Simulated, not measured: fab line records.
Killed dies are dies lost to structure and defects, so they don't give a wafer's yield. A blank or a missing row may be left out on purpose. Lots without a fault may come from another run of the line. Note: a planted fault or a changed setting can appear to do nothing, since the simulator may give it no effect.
fab line records	flow nand_harc
[record] lots = 4	wafers = 12	last_day = 33
route steps=1302 shown A_CHANNEL_HOLE_D2@570 END@1302
lots with no fault: from the same line, run without faults
start_h: the number of hours between the record's first day and the start of the first shown wafer of the lot	wait_h: hours since the lot's step before	" same as the row above	L1.1+2: a row that stands for several wafers	- either no value or no given start	* or withheld: withheld	< > ~ a bound
route shown NAME@n: a module of which the file shows steps, and the number in the route of the first	usual: average and standard deviation across the fault-free wafers	same: alike in all rows	chamber/n: place in a boat	sites: the reading at each site	_std_site: how widely they spread, as a standard deviation	_edge_site: the outer-site mean with the inner-site mean subtracted	radius_mm: for every site, how far away it sits from the centre of the wafer	mask NAME#n: copy n	behind: the last tool/chamber to shape the wafer	hold: why the lot went on hold/how many hours it stayed there/how the hold came to an end	device: whichever transistor did not switch (one of n, p or np)	end of line: the same wafers' tests at the end of the route	step lacking rows: just its recipe	killed: at the first sort, the dies lost to defects and structure; wafer yield is something else	map: shows each die of a wafer: x if killed, . if not, _ if none is there
set.NAME: the setting the step ran with; set.NAME@STEP: the setting that earlier step ran with	model.NAME: the simulator's own value behind a step, which no gauge read
lots at selected steps of the route; one table per step, one row per wafer
services: the hour from which a tool's chamber was out of use, counted from the record's first day as start_h (under 0 if before that day), plus the number of hours and why
[[steps]]
[step NHARC_A_CHANNEL_HOLE_D2_DEP_00]
[recipe] target_thk_a = 31000	temp_c = 400	material = aC
[step NHARC_A_CHANNEL_HOLE_D2_DEP_01]
[recipe] target_thk_a = 1400	target_thk_nm = 140	temp_c = 400	pressure_torr = 3.5	flow_sccm = 200	rf_w = 350	material = SiON
[step NHARC_A_CHANNEL_HOLE_D2_DEHYDRATE_02]
[recipe] temp_c = 150	time_s = 120
[step NHARC_A_CHANNEL_HOLE_D2_HMDS_03]
[recipe] time_s = 30
[step NHARC_A_CHANNEL_HOLE_D2_COAT_36]
[recipe] temp_c = 260	time_s = 75
[step NHARC_A_CHANNEL_HOLE_D2_COAT_37]
[recipe] temp_c = 225	time_s = 65
[step NHARC_A_CHANNEL_HOLE_D2_COAT_04]
[recipe] spin_rpm = 1500	resist_thk_nm = 90
[step NHARC_A_CHANNEL_HOLE_D2_SOFTBAKE_05]
[recipe] temp_c = 105	time_s = 55
[step NHARC_A_CHANNEL_HOLE_D2_EBR_06]
[step NHARC_A_CHANNEL_HOLE_D2_EXPOSE_07]
[recipe] na = 1.35	target_cd_nm = 100	sigma_outer = 0.3	dose_mj = 59.65	mask_id = HOLE_D2
[usual] exposure_dose_mJ_cm2 = 59.62/0.06
[same] sigma_outer = 0.3
lot.wafer	tool	chamber	start_h	wait_h	mask	exposure_dose_mJ_cm2
L645.1	arfi_scanner-03	0	337.69	-	HOLE_D2#0	59.54
L645.5	"	0	"	"	HOLE_D2#0	59.56
L645.6	"	0	"	"	HOLE_D2#0	59.51
L648.2	arfi_scanner-03	0	377.85	-	HOLE_D2#0	65.40
L648.3	"	0	"	"	HOLE_D2#0	65.45
L648.6	"	0	"	"	HOLE_D2#0	65.45
L651.1	arfi_scanner-03	0	394.36	-	HOLE_D2#0	64.23
L651.4	"	0	"	"	HOLE_D2#0	64.25
L651.6	"	0	"	"	HOLE_D2#0	64.23
L662.2	arfi_scanner-02	0	513.21	-	HOLE_D2#0	59.60
L662.3	"	0	"	"	HOLE_D2#0	59.54
L662.5	"	0	"	"	HOLE_D2#0	59.53
[step NHARC_A_CHANNEL_HOLE_D2_PEB_08]
[recipe] peb_temp_c = 100	peb_time_s = 65
[step NHARC_A_CHANNEL_HOLE_D2_DEVELOP_09]
[recipe] develop_time_s = 35	dev_temp_c = 23
[step NHARC_A_CHANNEL_HOLE_D2_CD_MEAS_10]
[recipe] target_cd_nm = 100	landing_energy_ev = 500
[usual] cd_nm = 99.9/0.76
lot.wafer	tool	chamber	start_h	wait_h	cd_nm
L645.1	cd_sem-01	0	337.83	-	99.2
L645.5	"	0	"	"	99.0
L645.6	"	0	"	"	100.4
L648.2	cd_sem-03	0	377.99	-	104.0
L648.3	"	0	"	"	104.4
L648.6	"	0	"	"	105.0
L651.1	cd_sem-01	0	394.50	-	104.6
L651.4	"	0	"	"	104.8
L651.6	"	0	"	"	104.1
L662.2	cd_sem-02	0	513.35	-	100.6
L662.3	"	0	"	"	99.7
L662.5	"	0	"	"	100.2
[step NHARC_A_CHANNEL_HOLE_D2_DESCUM_15]
[recipe] time_s = 3	o2_flow_sccm = 200	ar_flow_sccm = 0	bias_power_w = 0	chemistry = O2
[usual] chamber_pressure_mTorr = 60.00/0.052	drypump_motor_current_A = 5.7/0.51	oes_product_au = 1.002/0.015	rf_vpp_V = 57.9/0.88	showerhead_plenum_p_Torr = 1.96/0.084	throttle_valve_pct = 11.313/0.0089
lot.wafer	tool	chamber	start_h	wait_h	chamber_pressure_mTorr	drypump_motor_current_A	oes_product_au	rf_hours_counter_h	rf_vpp_V	showerhead_plenum_p_Torr	throttle_valve_pct	model.A_CHANNEL_HOLE_D2.cd_nm
L645.1	rie_diel-04	0	338.03	0.1	60.04	4.9	1.026	6.8	58.8	1.88	11.302	99.43
L645.5	"	2	"	"	59.99	5.4	0.994	-	58.9	2.05	11.289	98.68
L645.6	"	3	"	"	60.05	5.5	1.006	-	57.8	1.88	11.323	101.1
L648.2	rie_diel-09	3	378.19	0.1	59.96	5.3	0.987	4.6	58.1	2.01	11.313	102.9
L648.3	"	1	"	"	59.94	5.2	0.994	2.5	58.9	2.06	11.312	105.3
L648.6	"	0	"	"	59.88	5.9	1.021	-	60.5	2.01	11.319	104.5
L651.4	rie_diel-08	3	394.69	0.1	59.94	6.2	0.979	1.8	58.2	2.00	11.313	105.4
L651.1	"	0	"	"	59.99	5.6	1.003	1.4	57.0	2.06	11.313	104.1
L651.6	"	3	"	"	60.04	6.3	0.979	-	57.2	2.00	11.307	104.4
L662.3	rie_diel-04	3	513.53	0.1	60.01	5.5	1.000	7.0	57.5	1.87	11.302	99.82
L662.2	"	2	"	"	60.06	5.4	0.993	6.5	58.2	2.04	11.319	99.77
L662.5	"	3	"	"	59.91	5.5	0.999	-	58.5	1.87	11.319	100
[step NHARC_A_CHANNEL_HOLE_D2_ETCH_38]
[recipe] target_depth_a = 390	over_etch_frac = 0.3	time_s = 65	ion_energy_ev = 80	cf4_flow_sccm = 150	ar_flow_sccm = 0	rf_w = 300	bias_w = 100	chemistry = CF4
[step NHARC_A_CHANNEL_HOLE_D2_ETCH_39]
[recipe] target_depth_a = 2600	over_etch_frac = 0.3	time_s = 325	ion_energy_ev = 200	n2_flow_sccm = 150	h2_flow_sccm = 150	ar_flow_sccm = 0	rf_w = 400	bias_w = 150	chemistry = N2/H2
[step NHARC_A_CHANNEL_HOLE_D2_ETCH_34]
[recipe] target_depth_a = 1540	time_s = 77	cf4_flow_sccm = 100	chf3_flow_sccm = 30	ar_flow_sccm = 0	rf_w = 500	bias_w = 200	chemistry = CF4/CHF3
[step NHARC_A_CHANNEL_HOLE_D2_ETCH_16]
[recipe] target_depth_a = 31000	over_etch_frac = 0.3	time_s = 806	ion_energy_ev = 150	o2_flow_sccm = 400	cos_flow_sccm = 20	ar_flow_sccm = 0	rf_w = 500	bias_w = 300	chemistry = O2/COS
[step NHARC_A_CHANNEL_HOLE_D2_ETCH_19]
[recipe] bias_v = 1200	source_w = 2500	pressure_mtorr = 15	time_s = 34.5	ar_flow_sccm = 375	c4f8_flow_sccm = 28.8	o2_flow_sccm = 96.2	temp_c = -20	target_depth_a = *	chemistry = C4F8/O2/Ar
[step NHARC_A_CHANNEL_HOLE_D2_ETCH_20]
[recipe] bias_v = 3000	source_w = withheld	pressure_mtorr = 20	time_s = 361.9	ar_flow_sccm = 375	c4f8_flow_sccm = 89.3	o2_flow_sccm = 35.7	temp_c = -20	target_depth_a = 16000	chemistry = C4F8/O2/Ar
[step NHARC_A_CHANNEL_HOLE_D2_ETCH_21]
[recipe] bias_v = 3000	source_w = withheld	pressure_mtorr = 20	time_s = 514.3	ar_flow_sccm = 375	c4f8_flow_sccm = 89.3	o2_flow_sccm = 35.7	temp_c = -20	target_depth_a = 16000	chemistry = C4F8/O2/Ar
[step NHARC_A_CHANNEL_HOLE_D2_ETCH_22]
[recipe] bias_v = 3000	source_w = withheld	pressure_mtorr = 20	time_s = 666.7	ar_flow_sccm = 375	c4f8_flow_sccm = 89.3	o2_flow_sccm = 35.7	temp_c = -20	target_depth_a = 16000	chemistry = C4F8/O2/Ar
[step NHARC_A_CHANNEL_HOLE_D2_ETCH_23]
[recipe] bias_v = 5000	source_w = withheld	pressure_mtorr = 20	time_s = 819	ar_flow_sccm = 375	c4f8_flow_sccm = 89.3	o2_flow_sccm = 35.7	temp_c = -20	target_depth_a = 16000	chemistry = C4F8/O2/Ar
[step NHARC_A_CHANNEL_HOLE_D2_ETCH_24]
[recipe] bias_v = 5000	source_w = withheld	pressure_mtorr = 20	time_s = 906.2	ar_flow_sccm = 375	c4f8_flow_sccm = 93.8	o2_flow_sccm = 31.2	temp_c = -20	target_depth_a = 15000	chemistry = C4F8/O2/Ar
[step NHARC_A_CHANNEL_HOLE_D2_ETCH_25]
[recipe] bias_v = 5000	source_w = withheld	pressure_mtorr = 20	time_s = 1040.2	ar_flow_sccm = 375	c4f8_flow_sccm = 93.8	o2_flow_sccm = 31.2	temp_c = -20	target_depth_a = 15000	chemistry = C4F8/O2/Ar
[step NHARC_A_CHANNEL_HOLE_D2_ETCH_26]
[recipe] bias_v = 300	source_w = 2000	pressure_mtorr = 30	time_s = 224.1	ar_flow_sccm = 375	c4f8_flow_sccm = 11.4	o2_flow_sccm = 113.6	temp_c = -20	target_depth_a = 3000	chemistry = C4F8/O2/Ar
[step NHARC_A_CHANNEL_HOLE_D2_ETCH_27]
[recipe] bias_v = 400	source_w = 2000	pressure_mtorr = 25	time_s = 90	ar_flow_sccm = 375	c4f8_flow_sccm = 41.7	o2_flow_sccm = 83.3	temp_c = -20	target_depth_a = 4000	chemistry = C4F8/O2/Ar
[step NHARC_A_CHANNEL_HOLE_D2_STRIP_41]
[recipe] n2_flow_sccm = 150	h2_flow_sccm = 150	ar_flow_sccm = 0	bias_w = 0	chemistry = N2/H2
[step NHARC_A_CHANNEL_HOLE_D2_STRIP_42]
[recipe] cf4_flow_sccm = 100	chf3_flow_sccm = 30	ar_flow_sccm = 0	bias_w = 0	chemistry = CF4/CHF3
[step NHARC_A_CHANNEL_HOLE_D2_STRIP_43]
[recipe] o2_flow_sccm = 400	cos_flow_sccm = 20	ar_flow_sccm = 0	bias_w = 0	chemistry = O2/COS
[step NHARC_A_CHANNEL_HOLE_D2_ETCH_44]
[recipe] target_depth_a = 1400	overetch_a = 140	time_s = 77	ion_energy_ev = 100	cf4_flow_sccm = 80	o2_flow_sccm = 20	ar_flow_sccm = 0	rf_w = 300	bias_w = 100	chemistry = CF4/O2
[usual] chamber_pressure_mTorr = 30.001/0.028	drypump_motor_current_A = 5.7/0.53	oes_product_au = 0.998/0.015	rf_vpp_V = 198.6/1.4	showerhead_plenum_p_Torr = 1.37/0.057	throttle_valve_pct = 13.396/0.0097
lot.wafer	tool	chamber	start_h	wait_h	chamber_pressure_mTorr	drypump_motor_current_A	oes_product_au	rf_hours_counter_h	rf_vpp_V	showerhead_plenum_p_Torr	throttle_valve_pct	model.A_CHANNEL_HOLE_D2.cd_nm
L645.1	rie_diel-08	0	343.91	0.1	30.019	5.6	1.006	9	201.1	1.43	13.389	87.89
L645.5	"	3	"	"	29.989	6.3	1.005	-	199.4	1.40	13.388	89.62
L645.6	"	0	"	"	29.982	5.6	1.000	-	200.3	1.44	13.397	90.35
L648.3	rie_diel-08	2	384.10	0.1	29.997	6.5	0.994	1	199.9	1.38	13.416	96.29
L648.2	"	3	"	"	30.019	6.3	0.974	1	198.3	1.40	13.395	95.3
L648.6	"	0	"	"	30.015	5.5	1.017	-	198.1	1.43	13.390	93.07
L651.4	rie_diel-04	2	402.70	0.1	30.005	5.4	0.999	1	198.8	1.43	13.399	95.31
L651.1	"	0	"	"	29.969	4.9	1.012	2	197.2	1.31	13.398	92.65
L651.6	"	1	"	"	30.019	5.9	0.993	-	199.6	1.42	13.387	92.84
L662.2	rie_diel-08	2	519.49	0.1	29.952	6.5	0.996	7	199.7	1.38	13.391	90.53
L662.3	"	3	"	"	30.019	6.3	0.990	7	199.1	1.40	13.410	90.66
L662.5	"	1	"	"	29.993	5.9	1.002	-	196.2	1.26	13.375	91.12
[step NHARC_A_CHANNEL_HOLE_D2_STRIP_28]
[recipe] o2_flow_sccm = 500	ar_flow_sccm = 0	bias_w = 0	chemistry = O2
[step NHARC_END_SORT_01]
[recipe] temp_c = 25
[usual] killed_at_array = 63/27	killed_at_other = 0.7/1.2	killed_at_periphery = 3.1/2	killed_dies = 67/28	killed_open = 3.0/1.9	killed_short = 2.2/1.5
[same] gross_dies = 677
lot.wafer	tool	chamber	start_h	wait_h	killed_at_array	killed_at_other	killed_at_periphery	killed_dies	killed_open	killed_short
L648.2	prober-02	0	645.13	2.8	132	1	6	139	5	3
L648.3	prober-02	0	645.92	3.1	98	1	2	101	1	1
L648.6	prober-02	0	648.28	3.9	126	0	3	129	2	4
L651.1	prober-01	0	669.53	2.5	60	0	2	62	2	0
L651.4	prober-01	0	671.92	3.4	63	0	2	65	2	1
L651.6	prober-01	0	673.52	4.0	56	2	0	58	3	1
// killed by level:class
L648.2 A_SLIT:chamber_film_flake=38 A_CHANNEL_HOLE_D2:chamber_film_flake=34 A_CHANNEL_HOLE_D1:chamber_film_flake=33 A_STAIRCASE:chamber_film_flake=11 A_CONTACT:chamber_film_flake=8 A_DECK1_JOINT:geometric_particle:open=2 P_ZERO_WELL:chamber_film_flake=2 P_STI:geometric_particle:short=1
L648.3 A_SLIT:chamber_film_flake=35 A_CHANNEL_HOLE_D1:chamber_film_flake=23 A_CHANNEL_HOLE_D2:chamber_film_flake=15 A_CONTACT:chamber_film_flake=11 A_STAIRCASE:chamber_film_flake=9 A_ONON_D2:geometric_particle:short=1 A_CHANNEL_HOLE_D2:geometric_particle:open=1 P_ZERO_WELL:chamber_film_flake=1
L648.6 A_CHANNEL_HOLE_D1:chamber_film_flake=37 A_SLIT:chamber_film_flake=37 A_CHANNEL_HOLE_D2:chamber_film_flake=32 A_STAIRCASE:chamber_film_flake=7 A_CONTACT:chamber_film_flake=5 A_M0:chamber_film_flake=2 P_GATE:geometric_particle:short=1 P_M0:geometric_particle:open=1
L651.1 A_SLIT:chamber_film_flake=35 A_CHANNEL_HOLE_D2:chamber_film_flake=12 A_CHANNEL_HOLE_D1:chamber_film_flake=6 A_STAIRCASE:chamber_film_flake=3 P_ZERO_WELL:chamber_film_flake=2 A_WL_FILL:chamber_film_flake=2 A_ONON_D1:geometric_particle:open=1 A_WL_FILL:geometric_particle:open=1
L651.4 A_SLIT:chamber_film_flake=26 A_CHANNEL_HOLE_D2:chamber_film_flake=17 A_CHANNEL_HOLE_D1:chamber_film_flake=8 A_STAIRCASE:chamber_film_flake=3 A_CHANNEL_FILL_D2:chamber_film_flake=2 A_WL_FILL:chamber_film_flake=2 P_GATE:geometric_particle:open=1 A_WL_FILL:geometric_particle:short=1
L651.6 A_SLIT:chamber_film_flake=33 A_CHANNEL_HOLE_D2:chamber_film_flake=13 A_CHANNEL_HOLE_D1:chamber_film_flake=3 THIN_TSV:chamber_film_flake=2 A_CHANNEL_FILL_D2:geometric_particle:short=1 A_CONTACT:geometric_particle:open=1 A_BLC:geometric_particle:open=1 A_M0:geometric_particle:open=1
[[services]]
tool	chamber	start_h	hours	kind
rie_diel-09	-	320.10	9.0	pm
rie_diel-08	3	331.54	1.5	repair
rie_diel-09	1	338.97	12.4	repair
rie_diel-04	-	354.90	9.0	pm
rie_diel-08	3	356.35	4.1	repair
rie_diel-08	-	368.00	9.0	pm
arfi_scanner-03	-	368.01	4.0	pm
rie_diel-04	3	371.82	2.8	repair
rie_diel-08	1	389.19	2.9	repair
arfi_scanner-02	-	389.49	0.7	repair
rie_diel-09	0	397.51	1.4	repair
rie_diel-08	-	403.36	0.9	repair
rie_diel-09	3	413.92	3.8	repair
arfi_scanner-03	-	414.23	2.1	repair
rie_diel-09	0	414.65	6.1	repair
arfi_scanner-03	-	444.71	3.6	repair
rie_diel-08	2	468.12	4.7	repair
rie_diel-09	3	472.37	2.2	repair
rie_diel-04	-	475.51	2.4	repair
arfi_scanner-02	-	478.60	0.8	repair
rie_diel-08	2	480.98	3.8	repair
arfi_scanner-02	-	484.00	4.0	pm
rie_diel-09	1	495.52	11.2	repair
rie_diel-08	-	495.81	19.8	repair
[[key]]
[first_sign] step = NHARC_A_CHANNEL_HOLE_D2_EXPOSE_07	reading = exposure_dose_mJ_cm2	direction = up	sigmas = 87	usual = 59.62	struck = 64.84
[effect] step = NHARC_A_CHANNEL_HOLE_D2_CD_MEAS_10	reading = cd_nm	direction = up	sigmas = 5.9	usual = 99.9	struck = 104.5	through = control_loop
[model_effect] step = NHARC_A_CHANNEL_HOLE_D2_DESCUM_15	value = A_CHANNEL_HOLE_D2.cd_nm	without = 100.4	struck = 104.4
[model_effect] step = NHARC_A_CHANNEL_HOLE_D2_ETCH_44	value = A_CHANNEL_HOLE_D2.cd_nm	without = 90.21	struck = 94.24
met_at NHARC_A_CHANNEL_HOLE_D2_EXPOSE_07
struck_wafers L648.2,L648.3,L648.6,L651.1,L651.4,L651.6
tester_left_out L648,L651
[loop_trim] step = NHARC_A_CHANNEL_HOLE_D2_EXPOSE_07	setting = dose	lots = L651
onset_between 337.69 377.85
[fault] kind = process_parameter_drift	tool = arfi_scanner-03	chamber = -	onset_h = 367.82	steps = NHARC_A_CHANNEL_HOLE_D2_EXPOSE_07	channel = dose_mj	offset = 5.8211	shape = step	acts_in = these_recipes_only	stated = 59.65
// tester_left_out: of these lots the tester's yield and bins aren't shown, on N5 and GAA mostly nor the transistor test; their killed dies are dies lost to structure and defects alone, not to doping, threshold or leakage, so they don't give the yield
// loop_trim: a control loop set the setting to another value than it would have without faults
